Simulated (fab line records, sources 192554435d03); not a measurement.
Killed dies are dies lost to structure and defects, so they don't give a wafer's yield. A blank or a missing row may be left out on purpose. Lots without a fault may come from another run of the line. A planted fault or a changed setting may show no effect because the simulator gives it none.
A struck lot beside a sound one | flow n5_finfet | 14 steps out of a route of 1938
Sound: wafers L738.1, L738.2, L738.6. Struck: wafers L741.3, L741.6. (L741.4 of the same lot was not struck and is left out.) The cause comes at the end.
At each step with rows: each side's tool, then ch and its chambers, then its first start. Under that, the readings that differ: sound wafers | struck wafers | difference of the means | sigmas: that difference in standard deviations of wafers without a fault.
alike: readings whose means differ by less than 2 such deviations, and words and numbers that are the same on both sides. not compared: withheld readings, readings that some wafer has no value for, bounds like >300 that may hide the same value, and numbers for which the record gives no deviation and whose values overlap.
The two part at a step that has a row with sigmas, a row that says differs or no value, or rows on one side only. Numbers that don't overlap but have no deviation are shown without sigmas and don't part them. A reading that every wafer of one side lacks parts them only if that side has two wafers or more.

N5_BEOL_M13_THK_MEAS_50: measures by xrf.
  sound on film_metro-02, day 12 18:59; struck on film_metro-01, day 14 03:09
  reading      | sound       | struck  | difference | sigmas
  M13_THK (nm) | 420 421 421 | 410 406 | -13        | -2
then, 1 step without rows for these wafers: N5_BEOL_M13_PRE_CLEAN_52 (time 15 s).
N5_BEOL_M13_DEP_53: deposits SiCN from 3MS/NH3, target thk 50 nm, time 17.8 s.
  sound on pecvd-02 ch 0,1,2, day 12 19:02; struck on pecvd-04 ch 1,2, day 14 03:13
  alike: showerhead_plenum_p_Torr, throttle_valve_pct
N5_BEOL_M13_RS_MEAS_54: measures by four-point-probe.
  sound on film_metro-01, day 12 19:07; struck on film_metro-01, day 14 03:17
  alike: M13_RS
N5_BEOL_M13_INSPECT_55: inspects for defects (darkfield).
  sound on defect_inspect-01, day 12 19:08; struck on defect_inspect-02, day 14 03:18
  alike: raw_defect_count
N5_BEOL_M14_ILD_DEP_00: deposits SiO2 from TEOS/O2, target thk 1119.3 nm, time 237.4 s.
  sound on pecvd-04 ch 0,1,2, day 12 19:10; struck on pecvd-03 ch 0,2, day 14 03:20
  alike: heater_power_w, showerhead_plenum_p_Torr, throttle_valve_pct
N5_BEOL_M14_THK_MEAS_01:
  sound on film_metro-01, day 12 19:22; struck on film_metro-01, day 14 03:32
  alike: M14_ILD_THK
then, 5 steps without rows for these wafers: N5_BEOL_M14_COAT_58 (time 60 s, resist thk 89 nm); N5_BEOL_M14_COAT_04 (resist thk 800 nm); N5_BEOL_M14_EBR_06; N5_BEOL_M14_SOFTBAKE_05 (time 60 s); N5_BEOL_M14_EXPOSE_07 (exposes mask V13).
N5_BEOL_M14_PEB_08: peb time 90 s.
  sound on litho_track-01 ch 0, day 12 19:41; struck on litho_track-05 ch 0, day 14 03:51
  reading                  | sound             | struck      | difference | sigmas
  heater_power_total_W (W) | 172.9 170.8 172.3 | 178.9 179.0 | +6.9       | +9
then, 1 step without rows for these wafers: N5_BEOL_M14_DEVELOP_09 (develop time 45 s).

WHERE THEY PART
First at N5_BEOL_M13_THK_MEAS_50; last, within this record, at N5_BEOL_M14_PEB_08.

WHY: what the simulator had put in
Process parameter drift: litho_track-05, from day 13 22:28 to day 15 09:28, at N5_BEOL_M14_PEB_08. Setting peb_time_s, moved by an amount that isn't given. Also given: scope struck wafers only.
